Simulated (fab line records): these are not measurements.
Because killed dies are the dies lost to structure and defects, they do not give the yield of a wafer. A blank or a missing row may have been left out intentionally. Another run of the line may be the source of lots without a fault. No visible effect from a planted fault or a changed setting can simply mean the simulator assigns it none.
Comparing a struck lot with a sound one	flow n5_finfet	24 out of 1938 route steps
Sound: the wafers L526.1, L526.3, L526.6. Wafers L532.4, L532.5, L532.6 were the ones struck. The cause is named last.
Each step with rows lists, per side, the tool, then ch with its chambers, then its first start. Under that, the readings that differ: sound wafers	struck wafers	difference of the means	sigmas: that difference in standard deviations of wafers without a fault.
alike: same words and numbers on both sides, and readings whose means sit less than 2 such deviations apart. not compared: any withheld reading, any reading some wafer has no value for, any bound like >300 that may hide the same value, and any number with overlapping values for which the record gives no deviation.
Wherever a step has rows on one side only, a row that says differs or no value, or a row with sigmas, the two part there. When numbers do not overlap yet have no deviation, they are printed without sigmas and do not part them. A reading that every wafer of one side lacks parts them only if that side has two wafers or more.

first, 11 steps without rows for these wafers: N5_FIN_SAQP_ETCH_65 (etches SiO2 in CF4, target depth 4 nm, time 4.4 s); N5_FIN_SAQP_MANDREL_ETCH_58 (etches a-Si in HBr/Cl2, stops on SiNx, target depth 45 nm, bt time 10 s, time 27 s); N5_FIN_SAQP_RECESS_63 (chemistry HF/NH3, target SiO2, target depth 18 nm, afs cycles 3, sublimation time 60 s); N5_FIN_SAQP_COAT_68 (time 60 s, resist thk 100 nm); N5_FIN_SAQP_ETCH_69 (etches SOC in N2/H2, stops on SiNx, target depth 150 nm); N5_FIN_SAQP_ETCH_67 (etches SiNx in CH3F/O2, target depth 30 nm); N5_FIN_SAQP_STRIP_70 (strips in N2/H2); N5_FIN_SAQP_RECESS_71 (chemistry HF/NH3, target SiO2, target depth 3 nm, afs cycles 1, sublimation time 60 s); N5_FIN_SAQP_SPACER2_ALD_28 (deposits SiO2, target thk 8.1 nm, pulse time 1 s, purge time 2 s); N5_FIN_SAQP_SPACER2_ETCHBACK_29 (etches SiO2 in CHF3/O2, target depth 12.2 nm, time 6.1 s); N5_FIN_SAQP_MANDREL2_REMOVE_60 (chemistry HBr/Cl2/O2, target a-Si, stops on SiNx, bt time 10 s).
N5_FIN_SAQP_HM_OPEN_33: chemistry CH3F/O2, target SiNx, target depth 49.4 nm, time 70.6 s.
  sound on rie_diel-05 ch 0,1, day 3 20:00; struck on rie_diel-05 ch 0,1,3, day 5 07:33
  no value came back on the struck wafers for any of 11 readings (CH3F_flow_sccm (sccm), O2_flow_sccm (sccm) and others); on the sound wafers CH3F_flow_sccm (sccm) reads 30.01 30.08 29.88
  not compared: rf_hours_counter_h
N5_FIN_SAQP_ETCH_34: etches SiO2 in C4F6/O2, target depth 45 nm, time 15 s.
  sound on rie_diel-05 ch 0,1, day 3 20:04; struck on rie_diel-05 ch 0,1,3, day 5 07:35
reading	sound	struck	difference	sigmas
etch_rf_on_time_s (s)	14.99 15.51 15.11	37.50 37.50 37.51	+22.30	+93
oes_product_au (a.u.)	0.62 0.66 0.61	0.26 0.27 0.29	-0.36	-5
  alike: drypump_motor_current_A, mfc_ar_sccm, oes_ar_750_au, oes_f_703_au, rf_vpp_V, showerhead_plenum_p_Torr, throttle_valve_pct
  not compared: rf_hours_counter_h
then, 1 step without rows for these wafers: N5_FIN_SAQP_STRIP_77 (strips in N2/H2, time 90 s).
N5_FIN_SAQP_HM_CD_35: target cd 8 nm.
  sound on cd_sem-01 at day 3 20:14; struck on cd_sem-02 at day 5 07:44
reading	sound	struck	difference	sigmas
cd_nm (nm)	8.06 8.01 8.43	- - -	no value on the struck wafers	
then, 2 steps without rows for these wafers: N5_FIN_SAQP_ETCH_64 (etches SiO2 in CF4, target depth 1.5 nm); N5_FIN_SAQP_FIN_ETCH_36 (etches the open film in HBr/Cl2/O2, target depth 120 nm, time 50.4 s).
N5_FIN_SAQP_CD_MEAS_37: target cd 8 nm.
  sound on cd_sem-02 at day 3 20:25; struck on cd_sem-03 at day 5 07:56
reading	sound	struck	difference	sigmas
cd_nm (nm)	8.05 8.08 8.16	- - -	no value on the struck wafers	
then, 3 steps without rows for these wafers: N5_FIN_SAQP_PRECLEAN_38 (cleans in O3/DIW, time 45 s); N5_FIN_SAQP_PRECLEAN_45 (cleans in dHF, time 10 s); N5_FIN_SAQP_SRD_39 (time 30 s).
N5_FIN_SAQP_OCD_MEAS_76:
  sound on ocd-01 at day 3 20:31; struck on ocd-01 at day 5 08:01
reading	sound	struck	difference	sigmas
trench_depth_nm (nm)	121.2 119.8 120.4	0 0 0	-120	-46
N5_BEOL_M4_RC_MEAS_101:
  the record has rows for the sound wafers here (prober-01 ch 0, day 9 18:31) and none for the struck ones
-- a jump in the record: the struck wafers' starts before and after are 11 days apart (it breaks off in module BEOL_M4 and resumes in module PASSIVATION, where the first step shown is number 1936 of the route) --
N5_PASSIVATION_PROBE_49:
  rows exist in the record for the struck wafers here (prober-02, day 15 22:31), but not for the sound ones

WHERE THEY PART
At N5_FIN_SAQP_HM_OPEN_33 first; at N5_PASSIVATION_PROBE_49 last (within this record only).

WHY: the cause the simulator had injected
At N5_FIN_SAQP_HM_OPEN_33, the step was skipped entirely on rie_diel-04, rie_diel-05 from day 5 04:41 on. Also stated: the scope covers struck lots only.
